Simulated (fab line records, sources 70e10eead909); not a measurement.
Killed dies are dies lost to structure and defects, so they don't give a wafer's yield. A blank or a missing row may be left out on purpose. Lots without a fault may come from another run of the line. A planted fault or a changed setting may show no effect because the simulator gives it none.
A struck lot beside a sound one | flow nand_harc | 36 steps out of a route of 1159
Sound: wafers L605.2, L605.4, L605.6. Struck: wafer L621.4. The cause comes at the end.
At each step with rows: each side's tool, then ch and its chambers, then its first start. Under that, the readings that differ: sound wafers | struck wafers | difference of the means | sigmas: that difference in standard deviations of wafers without a fault.
alike: readings whose means differ by less than 2 such deviations, and words and numbers that are the same on both sides. not compared: withheld readings, readings that some wafer has no value for, bounds like >300 that may hide the same value, and numbers for which the record gives no deviation and whose values overlap.
The two part at a step that has a row with sigmas, a row that says differs or no value, or rows on one side only. Numbers that don't overlap but have no deviation are shown without sigmas and don't part them. A reading that every wafer of one side lacks parts them only if that side has two wafers or more.

NHARC_P_START_INSPECT_01:
  sound on defect_inspect-02, day 1 12:02; struck on defect_inspect-01, day 5 12:02
  alike: raw_defect_count
then, 2 steps without rows for these wafers: NHARC_P_ZERO_WELL_PRECLEAN_00 (cleans in SPM, time 600 s); NHARC_P_ZERO_WELL_SRD_01.
NHARC_P_ZERO_WELL_PECVD_02: deposits SiO2, target thk 10 nm.
  sound on pecvd-03 ch 0,1, day 1 12:37; struck on pecvd-04 ch 0, day 5 12:38
then, 9 steps without rows for these wafers: NHARC_P_ZERO_WELL_DEHYDRATE_03 (time 120 s); NHARC_P_ZERO_WELL_HMDS_04 (time 30 s); NHARC_P_ZERO_WELL_COAT_64 (time 65 s); NHARC_P_ZERO_WELL_COAT_05 (resist thk 600 nm); NHARC_P_ZERO_WELL_SOFTBAKE_06 (time 70 s); NHARC_P_ZERO_WELL_EBR_07; NHARC_P_ZERO_WELL_EXPOSE_08 (exposes mask P ZERO, target cd 500 nm); NHARC_P_ZERO_WELL_PEB_09 (peb time 80 s); NHARC_P_ZERO_WELL_DEVELOP_10 (time 50 s).
NHARC_P_ZERO_WELL_CD_MEAS_11: target cd 500 nm.
  sound on cd_sem-01 ch 0, day 1 13:21; struck on cd_sem-03 ch 0, day 5 13:08
  reading    | sound             | struck | difference | sigmas
  cd_nm (nm) | 500.6 502.4 500.4 | 497.0  | -4.1       | -2
then, 1 step without rows for these wafers: NHARC_P_ZERO_WELL_HARDBAKE_12 (time 65 s).
NHARC_P_ZERO_WELL_DESCUM_13: chemistry O2, time 3 s.
  sound on rie_diel-09 ch 0,1,3, day 1 13:32; struck on rie_diel-09 ch 2, day 5 13:19
  reading                | sound                | struck | difference | sigmas
  throttle_valve_pct (%) | 11.314 11.316 11.301 | 11.335 | +0.025     | +3
  alike: drypump_motor_current_A, oes_product_au, rf_vpp_V, showerhead_plenum_p_Torr
  not compared: rf_hours_counter_h
NHARC_P_ZERO_WELL_ETCH_65: etches the open film in N2/H2, target depth 80 nm, overetch 24 nm, time 87.88 s.
  sound on rie_diel-09 ch 1,2,3, day 1 13:37; struck on rie_diel-09 ch 1, day 5 13:22
  alike: drypump_motor_current_A, oes_product_au, rf_vpp_V, showerhead_plenum_p_Torr, throttle_valve_pct
  not compared: rf_hours_counter_h
NHARC_P_ZERO_WELL_ETCH_62: etches the open film in CHF3/Ar, target depth 13 nm, time 6.5 s.
  sound on rie_diel-09 ch 1,2; struck on rie_diel-09 ch 3
  alike: drypump_motor_current_A, oes_product_au, rf_vpp_V, showerhead_plenum_p_Torr, throttle_valve_pct
  not compared: rf_hours_counter_h
NHARC_P_ZERO_WELL_ETCH_63: etches the open film in HBr/Cl2, target depth 120 nm, time 40.1 s.
  sound on rie_si-02 ch 0,1,3, day 1 13:47; struck on rie_si-06 ch 2, day 5 13:35
  alike: drypump_motor_current_A, oes_product_au, throttle_valve_pct
  not compared: rf_hours_counter_h
then, 9 steps without rows for these wafers: NHARC_P_ZERO_WELL_STRIP_15 (strips in SPM, time 900 s); NHARC_P_ZERO_WELL_DEHYDRATE_16 (time 120 s); NHARC_P_ZERO_WELL_HMDS_17 (time 30 s); NHARC_P_ZERO_WELL_COAT_18; NHARC_P_ZERO_WELL_SOFTBAKE_19 (time 95 s); NHARC_P_ZERO_WELL_EBR_20; NHARC_P_ZERO_WELL_EXPOSE_21 (exposes mask P NWELL, target cd 720 nm); NHARC_P_ZERO_WELL_PEB_22 (peb time 85 s); NHARC_P_ZERO_WELL_DEVELOP_23 (time 70 s).
NHARC_P_ZERO_WELL_CD_MEAS_24: target cd 720 nm.
  sound on cd_sem-01 ch 0, day 1 14:42; struck on cd_sem-01 ch 0, day 5 14:23
  alike: cd_nm
then, 1 step without rows for these wafers: NHARC_P_ZERO_WELL_HARDBAKE_25 (time 80 s).
NHARC_P_ZERO_WELL_DESCUM_26: chemistry O2, time 3 s.
  sound on rie_diel-03 ch 0,1,3, day 1 14:53; struck on rie_diel-01 ch 1, day 5 14:34
  reading                | sound                | struck | difference | sigmas
  throttle_valve_pct (%) | 11.294 11.319 11.307 | 11.323 | +0.016     | +2
  alike: drypump_motor_current_A, oes_product_au, rf_vpp_V, showerhead_plenum_p_Torr
  not compared: rf_hours_counter_h
then, 2 steps without rows for these wafers: NHARC_P_ZERO_WELL_IMPLANT_27; NHARC_P_ZERO_WELL_IMPLANT_57.
NHARC_P_STI_INSPECT_11:
  sound on defect_inspect-02, day 2 11:11; struck on defect_inspect-01, day 6 07:40
  reading          | sound | struck | difference | sigmas
  raw_defect_count | 2 4 8 | 17     | +12        | +5
  not compared: hold
NHARC_P_STI_HARDBAKE_13: time 65 s.
  sound on litho_track-05 ch 0, day 2 11:15; struck on litho_track-02 ch 0, day 6 10:29
  reading | sound | struck                   | difference                   | sigmas
  hold    | - - - | await_dispo/2.7h/release | no value on the sound wafers |
  alike: resist_line_temp_C
-- the record jumps here: 20 days lie between the struck wafers' starts before and after (it left off in module P_STI and takes up again in module END, whose first step shown is number 1159 of the route) --
NHARC_END_SORT_01:
  the record has rows for the struck wafers here (prober-01 ch 0, day 26 06:22) and none for the sound ones

WHERE THEY PART
First at NHARC_P_ZERO_WELL_CD_MEAS_11; last, within this record, at NHARC_END_SORT_01.

WHY: what the simulator had put in
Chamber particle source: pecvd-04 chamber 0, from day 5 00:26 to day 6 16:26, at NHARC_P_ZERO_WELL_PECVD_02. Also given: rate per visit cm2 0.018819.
